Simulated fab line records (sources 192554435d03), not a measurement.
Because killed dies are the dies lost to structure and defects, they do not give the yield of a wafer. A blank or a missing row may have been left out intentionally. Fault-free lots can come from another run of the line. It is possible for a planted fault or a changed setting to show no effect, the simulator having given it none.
Matching of chambers	flow n5_finfet	N5_PMOS_HMC_CHANNEL_EPI_ETCH_32 on rie_diel-06 has 4 sister chambers
The step etches BARC in N2/H2, stops on SiO2, target depth 85.8 nm, time 50.3 s. 4 wafers are shown with their chamber, then 12 later ones without.

WAFERS, EACH WITH ITS CHAMBER
wafer	chamber	drypump_motor_current_A (A)
L083.1	3	5.86
L084.1	2	5.86
L084.4	1	5.40
L084.6	0	6.09

WAFERS WITHOUT THEIR CHAMBER
wafer	drypump_motor_current_A (A)
L086.1	5.83
L086.2	5.85
L086.3	5.45
L087.1	5.86
L087.4	5.42
L087.5	5.83
L096.1	5.83
L096.2	5.88
L096.3	6.15
L096.4	5.42
L096.5	5.42
L096.6	6.16

EACH ONE'S CHAMBER
wafer	from the rows above	in truth
L086.1	can't be placed: 2 or 3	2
L086.2	can't be placed: 2 or 3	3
L086.3	1	1
L087.1	can't be placed: 2 or 3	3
L087.4	1	1
L087.5	can't be placed: 2 or 3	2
L096.1	can't be placed: 2 or 3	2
L096.2	can't be placed: 2 or 3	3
L096.3	0	0
L096.4	1	1
L096.5	1	1
L096.6	0	0
Correctly placed: 6 of 12. From these rows, 6 cannot be placed; in 6 the true chamber is one of the candidates. Wrongly placed: 0.
How it was worked out, from the rows above alone: a wafer's distance from a chamber is the root of the sum, over the readings, of the square of ((its reading less the chamber's mean) divided by the reading's scatter). The wafer belongs to the nearest chamber; if the next one is less than 2 further off, it can't be placed. Each chamber's mean is taken over the wafers shown for it. The scatter: with one shown wafer a chamber, the root of the mean of the squares of how far each hidden wafer lies from its nearest shown one.
